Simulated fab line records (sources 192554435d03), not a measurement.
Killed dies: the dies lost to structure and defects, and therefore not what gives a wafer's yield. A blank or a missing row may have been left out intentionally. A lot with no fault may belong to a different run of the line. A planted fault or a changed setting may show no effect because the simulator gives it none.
Chamber matching / flow n5-finfet / N5_BEOL_M4_ALD_98 on ald-sin-04: 4 sister chambers
The step deposits SiO2, target thk 2.5 nm, pulse time 1 s, co reactant pulse time 1 s. 20 wafers are shown with their chamber, then 10 later ones without.

## WAFERS PAIRED WITH THEIR CHAMBERS
wafer=L075.1; chamber=0; heater-power-w (W)=62; precursor-pulse-height-rel=0.981
wafer=L075.3; chamber=2; heater-power-w (W)=78; precursor-pulse-height-rel=0.980
wafer=L075.5; chamber=3; heater-power-w (W)=86; precursor-pulse-height-rel=1.009
wafer=L078.3; chamber=3; heater-power-w (W)=86; precursor-pulse-height-rel=0.972
wafer=L078.5; chamber=1; heater-power-w (W)=82; precursor-pulse-height-rel=1.035
wafer=L078.6; chamber=0; heater-power-w (W)=61; precursor-pulse-height-rel=1.040
wafer=L081.1; chamber=0; heater-power-w (W)=62; precursor-pulse-height-rel=1.001
wafer=L081.2; chamber=3; heater-power-w (W)=87; precursor-pulse-height-rel=1.019
wafer=L081.3; chamber=1; heater-power-w (W)=81; precursor-pulse-height-rel=1.032
wafer=L083.2; chamber=1; heater-power-w (W)=84; precursor-pulse-height-rel=1.032
wafer=L083.5; chamber=2; heater-power-w (W)=77; precursor-pulse-height-rel=1.007
wafer=L083.6; chamber=3; heater-power-w (W)=84; precursor-pulse-height-rel=1.027
wafer=L084.3; chamber=1; heater-power-w (W)=83; precursor-pulse-height-rel=1.005
wafer=L084.5; chamber=2; heater-power-w (W)=78; precursor-pulse-height-rel=1.023
wafer=L084.6; chamber=0; heater-power-w (W)=63; precursor-pulse-height-rel=1.000
wafer=L090.1; chamber=1; heater-power-w (W)=82; precursor-pulse-height-rel=1.004
wafer=L090.2; chamber=3; heater-power-w (W)=87; precursor-pulse-height-rel=0.999
wafer=L090.3; chamber=0; heater-power-w (W)=62; precursor-pulse-height-rel=0.996
wafer=L091.2; chamber=1; heater-power-w (W)=81; precursor-pulse-height-rel=1.012
wafer=L091.4; chamber=2; heater-power-w (W)=79; precursor-pulse-height-rel=0.991

SIGNATURES (averages over the wafers above)
reading=heater-power-w; chamber 0=62.00; chamber 1=82.17; chamber 2=78.00; chamber 3=86.00; scatter within a chamber=1.03
reading=precursor-pulse-height-rel; chamber 0=1.00360; chamber 1=1.02000; chamber 2=1.00025; chamber 3=1.00520; scatter within a chamber=0.0191
Rule: for a wafer and a chamber, the distance is found by dividing, reading by reading, the gap between the wafer's reading and the chamber's mean by the reading's scatter, squaring, summing and taking the root. If the next closest chamber is less than 2 further off than the closest, the wafer can't be placed; otherwise it belongs to the closest. The scatter: the root of (the sum of the squares of (reading less its chamber's mean) over the shown wafers, divided by (wafers less chambers)).

## WAFERS WITHOUT THEIR CHAMBER
wafer=L091.5; heater-power-w (W)=89; precursor-pulse-height-rel=0.992
wafer=L092.1; heater-power-w (W)=81; precursor-pulse-height-rel=0.999
wafer=L092.4; heater-power-w (W)=88; precursor-pulse-height-rel=0.985
wafer=L092.6; heater-power-w (W)=63; precursor-pulse-height-rel=0.999
wafer=L093.1; heater-power-w (W)=84; precursor-pulse-height-rel=0.966
wafer=L093.3; heater-power-w (W)=80; precursor-pulse-height-rel=1.015
wafer=L093.5; heater-power-w (W)=84; precursor-pulse-height-rel=0.996
wafer=L097.2; heater-power-w (W)=79; precursor-pulse-height-rel=1.027
wafer=L097.3; heater-power-w (W)=62; precursor-pulse-height-rel=0.952
wafer=L097.6; heater-power-w (W)=63; precursor-pulse-height-rel=1.012

## CHAMBER TAKEN BY EACH
wafer=L091.5; from the rows above=3; in truth=3
wafer=L092.1; from the rows above=can't be placed: 1 or 2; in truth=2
wafer=L092.4; from the rows above=3; in truth=3
wafer=L092.6; from the rows above=0; in truth=0
wafer=L093.1; from the rows above=can't be placed: 3 or 1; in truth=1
wafer=L093.3; from the rows above=can't be placed: 2 or 1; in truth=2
wafer=L093.5; from the rows above=can't be placed: 3 or 1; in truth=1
wafer=L097.2; from the rows above=can't be placed: 2 or 1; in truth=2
wafer=L097.3; from the rows above=0; in truth=0
wafer=L097.6; from the rows above=0; in truth=0
5 of 10 placed correctly. Can't be placed from these rows: 5 (the true chamber is among the candidates in 5). Wrongly placed: 0.
